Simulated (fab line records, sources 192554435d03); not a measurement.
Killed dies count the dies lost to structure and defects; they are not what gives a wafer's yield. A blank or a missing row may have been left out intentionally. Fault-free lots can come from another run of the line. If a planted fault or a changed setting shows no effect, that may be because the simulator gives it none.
fab line records ; flow n5-finfet
[record] lots = 8; wafers = 24; last-day = 17
route steps=1938 shown GATE_CUT@475 BEOL_M4@1111
lots that met no fault: taken from a fault-free run of the same line
start-h: start of the lot's first displayed wafer, in hours after the record's first day ; wait-h: hours elapsed since this lot's preceding step ; " the same as in the row above ; L1.1+2: one row covering several wafers at once ; - no value present, or no start provided ; * or withheld: withheld ; < > ~ a bound
route shown NAME@n: names a module that has steps shown in the file, with the first one's number in the route ; usual: the fault-free wafers' mean and standard deviation ; same: alike in all rows ; chamber/n: place in a boat ; sites: per-site readings ; _std_site: the values' standard deviation ; _edge_site: outer sites' mean less inner sites' ; radius-mm: how far each site lies from the wafer's centre ; mask NAME#n: copy n ; behind: the last tool/chamber to shape the wafer ; hold: cause of the lot's hold/its duration in hours/its outcome ; device: the n, p or np transistor that did not switch ; end of line: at the end of the route, the tests of the same wafers ; a step without rows: its recipe alone ; killed: not the wafer's yield, but the dies lost to structure and defects at the first sort ; map: per-die view of a wafer (x killed, . not killed, _ where there is no die)
set.NAME: setting as actually run; set.NAME@STEP: the setting as run at that earlier step ; model.NAME: the simulator's own value behind a step, which no gauge read
steps of the route over a sample of lots; a table a step, a row a wafer
services: a tool's chamber out of use, with start hour (start-h, from the record's first day; less than 0 if before it), hours out, and reason
[[steps]]
[step N5_GATE_CUT_CMP_02]
[recipe] stop-on = SiO2; t-overpolish-s = 12.7; post-cmp-clean = alkaline-brush; down-force-psi = 2.5; platen-rpm = 51.8; pad-velocity-m-s = 1.0307; target-thk-nm = 0
[usual] motor-current-A = 9.1/0.65; overpolish-run-s = 12.700/0.0076; slurry-flow-ml-min = 150.0/0.45; time-to-endpoint-s = 25/3.4
lot.wafer;tool;chamber;start-h;wait-h;motor-current-A;overpolish-run-s;slurry-flow-ml-min;time-to-endpoint-s
L702.3;cmp-03;0;92.01;0.1;9.7;12.685;150.1;30
L702.1;cmp-03;2;92.01;0.1;9.2;12.706;149.9;22
L702.5;cmp-03;1;92.01;0.1;8.3;12.700;149.0;21
L706.1;cmp-03;1;110.65;0.1;8.2;12.704;149.6;25
L706.2;cmp-03;2;110.65;0.1;9.9;12.710;150.1;24
L706.5;cmp-03;0;110.65;0.1;9.4;12.703;150.1;27
L707.4;cmp-03;0;120.01;0.0;9.3;12.697;149.8;30
L707.3;cmp-03;1;120.01;0.0;8.2;12.704;150.2;24
L707.2;cmp-03;3;120.01;0.0;8.6;12.694;150.3;20
L718.3;cmp-02;1;186.77;0.1;9.1;12.688;149.7;24
L718.4;cmp-02;2;186.77;0.1;9.0;12.704;149.3;26
L718.6;cmp-02;3;186.77;0.1;9.8;12.706;150.2;26
L720.4;cmp-03;2;197.31;0.0;9.5;12.710;149.9;23
L720.6;cmp-03;2;197.31;0.0;10.2;12.704;150.4;22
L720.5;cmp-03;3;197.31;0.0;8.4;12.701;149.8;20
L721.2;cmp-02;0;205.23;0.1;9.5;12.697;150.6;28
L721.3;cmp-02;1;205.23;0.1;9.5;12.699;150.2;25
L721.4;cmp-02;2;205.23;0.1;8.7;12.705;149.9;28
L722.4;cmp-02;0;210.30;0.1;8.9;12.691;149.0;26
L722.1;cmp-02;1;210.30;0.1;9.4;12.695;150.2;25
L722.5;cmp-02;3;210.30;0.1;10.1;12.703;150.4;25
L723.1;cmp-03;2;216.51;0.1;9.8;12.697;150.7;21
L723.2;cmp-03;0;216.51;0.1;8.9;12.705;150.0;28
L723.6;cmp-03;2;216.51;0.1;10.0;12.691;150.2;22
[step N5_GATE_CUT_HM_DEP_46]
[recipe] material = SiO2; target-thk-a = 1300; temp-c = 400; precursor = TEOS/O2; pressure-torr = 6.5; rf-w = 900; teos-flow-sccm = 161.4; gas = O2; flow-sccm = 2650; time-s = 26.6
[usual] chamber-pressure-Torr = 6.502/0.013; heater-power-w = 510/66; rf-fwd-power-W = 891/3.2; showerhead-plenum-p-Torr = 8.344/0.029; throttle-valve-pct = 18.7/0.77
lot.wafer;tool;chamber;start-h;wait-h;chamber-pressure-Torr;heater-power-w;rf-fwd-power-W;showerhead-plenum-p-Torr;throttle-valve-pct
L702.1;pecvd-03;1;92.34;0.0;6.498;526;889;8.375;18.5
L702.3;pecvd-03;0;92.34;0.0;6.488;465;886;8.313;19.2
L702.5;pecvd-03;1;92.34;0.0;6.488;551;893;8.376;18.5
L706.1;pecvd-03;2;110.91;0.0;6.508;468;893;8.370;18.1
L706.2;pecvd-03;0;110.91;0.0;6.505;406;890;8.322;19.0
L706.5;pecvd-03;0;110.91;0.0;6.500;418;886;8.324;19.3
L707.2;pecvd-03;0;120.34;0.0;6.500;487;885;8.333;18.9
L707.3;pecvd-03;1;120.34;0.0;6.501;481;895;8.381;18.7
L707.4;pecvd-03;0;120.34;0.0;6.489;494;888;8.307;19.1
L718.3;pecvd-04;2;187.03;0.0;6.526;468;894;8.342;19.9
L718.4;pecvd-04;0;187.03;0.0;6.485;488;889;8.320;18.5
L718.6;pecvd-04;2;187.03;0.0;6.490;473;895;8.361;20.2
L720.4;pecvd-02;2;197.66;0.1;6.512;512;893;8.335;16.9
L720.5;pecvd-02;0;197.66;0.1;6.517;561;889;8.306;19.4
L720.6;pecvd-02;2;197.66;0.1;6.513;510;893;8.320;16.9
L721.2;pecvd-04;1;205.53;0.0;6.490;510;887;8.318;18.9
L721.3;pecvd-04;1;205.53;0.0;6.492;512;890;8.317;18.8
L721.4;pecvd-04;0;205.53;0.0;6.521;437;887;8.333;18.8
L722.1;pecvd-02;1;210.59;0.0;6.516;465;895;8.398;18.1
L722.4;pecvd-02;2;210.59;0.0;6.486;435;894;8.321;17.1
L722.5;pecvd-02;1;210.59;0.0;6.490;476;892;8.389;18.4
L723.1;pecvd-03;1;216.85;0.0;6.509;564;894;8.377;18.5
L723.2;pecvd-03;0;216.85;0.0;6.519;517;893;8.320;19.2
L723.6;pecvd-03;2;216.85;0.0;6.504;539;891;8.357;18.2
[step N5_GATE_CUT_HM_OPEN_40]
[recipe] chemistry = C4F6/O2; target = SiO2; mask-material = SiARC; target-depth-a = 1390; time-s = 85.1; ion-energy-ev = 250; pressure-mtorr = 30; source-w = 345; bias-w = 185; Ar_flow_sccm = 300; C4F6_flow_sccm = 10; O2_flow_sccm = 10; ends = cleared
[usual] drypump-motor-current-A = 5.8/0.4; etch-rf-on-time-s = 93.8/1.7; oes-product-au = 0.68/0.05; rf-fwd-power-W = 342.3/1.5; rf-vpp-V = 665/8.8; showerhead-plenum-p-Torr = 2.85/0.073; throttle-valve-pct = 21.02/0.17
lot.wafer;tool;chamber;start-h;wait-h;drypump-motor-current-A;etch-rf-on-time-s;oes-product-au;rf-fwd-power-W;rf-hours-counter-h;rf-vpp-V;showerhead-plenum-p-Torr;throttle-valve-pct
L702.1;rie-diel-05;0;93.00;0.0;6.1;94.0;0.79;342.5;38;668;2.88;20.97
L702.3;rie-diel-05;1;93.00;0.0;6.3;95.5;0.63;340.0;204;648;2.94;20.88
L702.5;rie-diel-05;3;93.00;0.0;6.1;93.9;0.74;342.5;-;659;2.77;20.88
L706.1;rie-diel-02;0;111.67;0.0;5.8;92.6;0.68;340.4;184;677;2.83;21.08
L706.2;rie-diel-02;3;111.67;0.0;5.9;92.3;0.66;340.1;208;659;2.83;20.79
L706.5;rie-diel-02;1;111.67;0.0;6.0;93.0;0.72;341.6;-;666;2.76;21.28
L707.2;rie-diel-04;3;121.53;0.0;5.3;93.0;0.62;344.0;231;673;2.83;20.77
L707.3;rie-diel-04;2;121.53;0.0;6.2;94.5;0.67;341.4;144;659;2.87;21.27
L707.4;rie-diel-04;0;121.53;0.0;5.3;99.0;0.66;344.7;176;673;2.74;21.08
L718.3;rie-diel-05;0;187.77;0.0;6.1;92.0;0.75;343.2;68;668;2.87;21.03
L718.4;rie-diel-05;1;187.77;0.0;6.3;97.9;0.61;341.7;228;646;2.93;20.90
L718.6;rie-diel-05;2;187.77;0.0;5.3;97.6;0.64;344.0;-;649;2.94;20.81
L720.4;rie-diel-04;0;198.44;0.0;5.2;95.3;0.65;344.2;-;672;2.73;21.11
L720.5;rie-diel-04;2;198.44;0.0;6.2;94.6;0.67;342.3;-;661;2.86;21.30
L720.6;rie-diel-04;1;198.44;0.0;5.2;97.6;0.78;344.2;-;676;2.91;20.99
L721.2;rie-diel-04;0;206.18;0.0;5.2;93.8;0.64;343.7;202;671;2.72;21.12
L721.3;rie-diel-04;1;206.18;0.0;5.2;97.3;0.76;341.9;47;676;2.91;20.99
L721.4;rie-diel-04;1;206.18;0.0;5.2;94.1;0.76;342.8;-;676;2.91;21.00
L722.1;rie-diel-04;1;211.35;0.0;5.2;94.5;0.77;341.7;49;679;2.91;21.00
L722.4;rie-diel-04;0;211.35;0.0;5.2;96.8;0.64;343.9;-;672;2.72;21.11
L722.5;rie-diel-04;1;211.35;0.0;5.2;97.6;0.77;341.7;-;678;2.90;21.02
L723.1;rie-diel-02;0;217.47;0.0;5.7;91.7;0.66;342.4;218;674;2.81;21.12
L723.2;rie-diel-02;2;217.47;0.0;6.3;93.4;0.65;344.2;181;667;2.93;21.02
L723.6;rie-diel-02;1;217.47;0.0;6.1;94.7;0.68;343.8;-;667;2.75;21.31
[step N5_GATE_CUT_CUT_ETCH_55]
[recipe] chemistry = BCl3; target = HfO2; mask-material = SiO2; target-depth-a = 32; ion-energy-ev = 30; pressure-mtorr = 5; icp-w = 450; bias-w = 18; bcl3-flow-sccm = 80
[usual] drypump-motor-current-A = 5.8/0.53; oes-product-au = 0.68/0.067; rf-fwd-power-W = 441.7/2.7; throttle-valve-pct = 33.2/0.44
lot.wafer;tool;chamber;start-h;wait-h;drypump-motor-current-A;oes-product-au;rf-fwd-power-W;rf-hours-counter-h;throttle-valve-pct
L702.1;rie-metal-01;0;93.35;0.0;5.9;0.60;441.9;123;32.9
L702.3;rie-metal-01;0;93.35;0.0;5.9;0.60;441.8;-;32.9
L702.5;rie-metal-01;1;93.35;0.0;5.5;0.81;440.3;-;32.7
L706.1;rie-metal-02;1;112.02;0.0;6.3;0.67;445.1;85;33.9
L706.2;rie-metal-02;0;112.02;0.0;5.9;0.67;441.6;82;33.5
L706.5;rie-metal-02;0;112.02;0.0;5.9;0.68;441.5;-;33.4
L707.2;rie-metal-02;0;121.88;0.0;5.9;0.66;438.0;84;33.5
L707.3;rie-metal-02;0;121.88;0.0;5.9;0.66;437.1;-;33.5
L707.4;rie-metal-02;1;121.88;0.0;6.3;0.67;444.2;-;34.0
L718.3;rie-metal-03;0;188.13;0.0;6.6;0.70;445.1;-;33.0
L718.4;rie-metal-03;1;188.13;0.0;4.8;0.62;441.5;-;33.5
L718.6;rie-metal-03;0;188.13;0.0;6.6;0.69;443.1;-;33.0
L720.4;rie-metal-01;1;198.77;0.0;5.5;0.78;438.4;-;32.7
L720.5;rie-metal-01;0;198.77;0.0;5.9;0.58;441.5;-;32.9
L720.6;rie-metal-01;1;198.77;0.0;5.5;0.78;437.9;-;32.7
L721.2;rie-metal-03;0;206.53;0.0;6.7;0.70;443.6;82;33.0
L721.3;rie-metal-03;0;206.53;0.0;6.7;0.70;446.2;-;33.0
L721.4;rie-metal-03;1;206.53;0.0;4.8;0.62;439.1;-;33.5
L722.1;rie-metal-01;1;211.82;0.1;5.5;0.77;439.4;42;32.7
L722.4;rie-metal-01;1;211.82;0.1;5.5;0.77;441.2;-;32.7
L722.5;rie-metal-01;1;211.82;0.1;5.5;0.77;441.6;-;32.7
L723.1;rie-metal-02;1;217.82;0.0;6.3;0.66;445.6;93;34.0
L723.2;rie-metal-02;0;217.82;0.0;5.9;0.66;437.7;91;33.4
L723.6;rie-metal-02;0;217.82;0.0;5.9;0.65;439.0;-;33.5
[step N5_GATE_CUT_VAPOR_ETCH_49]
[recipe] chemistry = BCl3/Cl2; target = TiAlC; mode = isotropic
[usual] drypump-motor-current-A = 5.8/0.53; oes-product-au = 0.68/0.068
lot.wafer;tool;chamber;start-h;wait-h;drypump-motor-current-A;oes-product-au
L702.1;rie-metal-01;0;93.44;0.0;5.9;0.59
L702.3;rie-metal-01;0;93.44;0.0;5.9;0.60
L702.5;rie-metal-01;1;93.44;0.0;5.5;0.80
L706.1;rie-metal-02;1;112.11;0.0;6.3;0.68
L706.2;rie-metal-02;0;112.11;0.0;5.9;0.67
L706.5;rie-metal-02;0;112.11;0.0;5.9;0.66
L707.2;rie-metal-02;0;121.97;0.0;5.9;0.66
L707.3;rie-metal-02;0;121.97;0.0;5.9;0.66
L707.4;rie-metal-02;1;121.97;0.0;6.2;0.68
L718.3;rie-metal-03;0;188.22;0.0;6.6;0.72
L718.4;rie-metal-03;1;188.22;0.0;4.8;0.63
L718.6;rie-metal-03;0;188.22;0.0;6.6;0.71
L720.4;rie-metal-01;1;198.86;0.0;5.5;0.78
L720.5;rie-metal-01;0;198.86;0.0;5.9;0.59
L720.6;rie-metal-01;1;198.86;0.0;5.5;0.77
L721.2;rie-metal-03;0;206.62;0.0;6.7;0.70
L721.3;rie-metal-03;0;206.62;0.0;6.7;0.71
L721.4;rie-metal-03;1;206.62;0.0;4.8;0.62
L722.1;rie-metal-01;1;212.00;0.1;5.5;0.76
L722.4;rie-metal-01;1;212.00;0.1;5.5;0.76
L722.5;rie-metal-01;1;212.00;0.1;5.5;0.77
L723.1;rie-metal-02;1;217.91;0.0;6.3;0.65
L723.2;rie-metal-02;0;217.91;0.0;5.9;0.65
L723.6;rie-metal-02;0;217.91;0.0;5.9;0.65
[step N5_GATE_CUT_THK_MEAS_24]
[recipe] reads = SiO2_of_GATE_CUT_HM_DEP_46+SiO2_flowable_of_ILD0_FCVD_FILL_01
[usual] GC_FILL_THK = 220.0/1.7
lot.wafer;tool;chamber;start-h;wait-h;GC_FILL_THK[nm]
L702.1;film-metro-02;-;96.24;-;221.3
L702.3;film-metro-02;-;96.24;-;221.3
L702.5;film-metro-02;-;96.24;-;220.4
L706.1;film-metro-01;-;114.24;-;218.1
L706.2;film-metro-01;-;114.24;-;219.2
L706.5;film-metro-01;-;114.24;-;220.5
L707.2;film-metro-02;-;124.06;-;217.3
L707.3;film-metro-02;-;124.06;-;221.2
L707.4;film-metro-02;-;124.06;-;227.3
L718.3;film-metro-01;-;193.75;-;217.5
L718.4;film-metro-01;-;193.75;-;221.7
L718.6;film-metro-01;-;193.75;-;219.8
L720.4;film-metro-01;-;200.87;-;220.4
L720.5;film-metro-01;-;200.87;-;221.7
L720.6;film-metro-01;-;200.87;-;223.3
L721.2;film-metro-02;-;208.67;-;219.8
L721.3;film-metro-02;-;208.67;-;221.7
L721.4;film-metro-02;-;208.67;-;219.6
L722.1;film-metro-01;-;214.09;-;219.2
L722.4;film-metro-01;-;214.09;-;223.6
L722.5;film-metro-01;-;214.09;-;221.5
L723.1;film-metro-02;-;220.07;-;219.9
L723.2;film-metro-02;-;220.07;-;218.6
L723.6;film-metro-02;-;220.07;-;220.9
[step N5_BEOL_M4_RC_MEAS_101]
[usual] DIBL_N = 36.3/1.7; DIBL_P = 36.5/1.8; IOFF_N = 0.16/0.033; IOFF_P = 0.21/0.037; ION_N = 675/11; ION_P = 462/7.9; SS_N = 71.6/0.64; SS_P = 73.3/0.68; VT_N = 249/3.3; VT_P = -250/3.3
lot.wafer;tool;chamber;start-h;wait-h;DIBL_N[mV/V];DIBL_P[mV/V];IOFF_N[nA/um];IOFF_P[nA/um];ION_N[uA/um];ION_P[uA/um];SS_N[mV/dec];SS_P[mV/dec];VT_N[mV];VT_P[mV]
L702.1;prober-02;0;179.55;0.0;33.6;34.1;0.14;0.21;673;467;71.1;73.2;248;-248
L702.3;prober-02;0;179.55;0.0;36.4;37.0;0.18;0.25;679;468;72.3;73.4;250;-249
L702.5;prober-02;0;179.55;0.0;35.8;36.4;0.17;0.24;676;467;71.8;73.1;249;-246
L706.1;prober-02;0;182.85;0.0;37.3;37.5;0.18;0.23;680;470;71.2;72.8;247;-250
L706.2;prober-02;0;182.85;0.0;33.8;33.5;0.12;0.17;677;471;70.7;71.7;255;-253
L706.5;prober-02;0;182.85;0.0;35.5;36.1;0.15;0.21;683;476;72.1;72.8;250;-250
L707.2;prober-01;0;202.29;0.2;37.3;38.4;0.18;0.24;680;466;72.3;72.8;247;-251
L707.3;prober-01;0;202.29;0.2;36.6;36.7;0.17;0.22;688;459;71.7;72.8;250;-253
L707.4;prober-01;0;202.29;0.2;37.0;37.8;0.17;0.24;676;465;72.3;73.0;249;-248
L718.3;prober-02;0;264.16;0.3;37.3;35.4;0.16;0.22;675;466;71.4;72.8;247;-246
L718.4;prober-02;0;264.16;0.3;35.6;34.2;0.15;0.22;703;481;71.4;72.5;246;-244
L718.6;prober-02;0;264.16;0.3;35.4;34.3;0.14;0.21;677;469;71.2;72.8;249;-245
L720.4;prober-01;0;267.91;0.5;37.3;36.6;0.16;0.23;678;472;71.4;72.5;254;-245
L720.5;prober-01;0;267.91;0.5;36.3;35.8;0.15;0.22;662;460;71.4;73.4;253;-248
L720.6;prober-01;0;267.91;0.5;37.3;36.4;0.17;0.23;667;464;71.9;73.5;249;-247
L721.2;prober-02;0;288.09;0.2;33.4;33.1;0.13;0.17;682;465;71.4;72.7;251;-254
L721.3;prober-02;0;288.09;0.2;35.3;34.8;0.16;0.19;677;462;71.3;73.6;247;-251
L721.4;prober-02;0;288.09;0.2;34.3;33.9;0.14;0.18;672;459;71.9;73.2;250;-252
L722.1;prober-02;0;291.64;0.0;40.0;40.9;0.28;0.27;717;475;72.9;74.6;241;-250
L722.4;prober-02;0;291.64;0.0;38.2;38.7;0.23;0.24;695;461;73.1;74.5;242;-249
L722.5;prober-02;0;291.64;0.0;37.6;37.9;0.21;0.22;687;459;71.7;73.4;245;-251
L723.1;prober-02;0;298.18;0.0;36.2;35.1;0.14;0.17;662;447;71.2;73.8;253;-251
L723.2;prober-02;0;298.18;0.0;37.3;36.3;0.16;0.18;677;458;72.1;73.9;249;-254
L723.6;prober-02;0;298.18;0.0;37.5;37.0;0.16;0.20;673;458;71.5;74.2;247;-253
[[services]]
tool;chamber;start-h;hours;kind
pecvd-04;0;69.27;4.5;repair
rie-diel-05;1;75.65;12.2;repair
rie-diel-04;3;102.34;4.6;repair
rie-diel-02;2;104.30;10.3;repair
rie-diel-05;3;106.16;6.8;repair
cmp-02;-;111.91;0.3;repair
cmp-02;-;119.22;4.0;pm
rie-metal-03;-;129.27;2.8;pm
pecvd-02;-;136.08;14.6;pm
rie-metal-02;0;136.10;2.2;repair
rie-diel-05;1;139.32;17.3;repair
pecvd-03;-;141.25;0.5;repair
rie-diel-02;3;143.02;4.5;repair
rie-diel-04;0;150.47;3.8;repair
cmp-02;-;152.72;2.9;repair
pecvd-02;0;153.68;4.6;repair
rie-diel-02;3;155.23;9.1;repair
pecvd-03;0;160.72;5.5;scheduled-down
rie-diel-04;2;180.80;8.5;repair
cmp-03;-;185.30;6.0;repair
rie-diel-02;-;189.99;2.8;pm
rie-metal-01;0;209.94;-;clean
rie-metal-01;0;209.94;16.2;scheduled-down
rie-metal-01;0;209.94;16.2;vent-cycle
[[key]]
[first-sign] step = N5_GATE_CUT_HM_OPEN_40; reading = etch-rf-on-time-s; direction = up; sigmas = 3; usual = *; struck = *
[effect] step = N5_GATE_CUT_THK_MEAS_24; reading = GC_FILL_THK; direction = up; sigmas = 4.2; usual = 220.0; struck = 227.3
met-at N5_GATE_CUT_HM_DEP_46
struck-lots L707
struck-wafers L707.4
not-acting-at N5_GATE_CUT_CMP_02,N5_GATE_CUT_CUT_ETCH_55,N5_GATE_CUT_VAPOR_ETCH_49
onset-between 110.91 120.34
[fault] kind = process-parameter-drift; tool = pecvd-03; chamber = -; onset-h = 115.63; steps = N5_GATE_CUT_HM_DEP_46; channel = time-s; offset = *; shape = step; end-h = 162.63; scope = struck-wafers-only; acts-in = *; stated = *
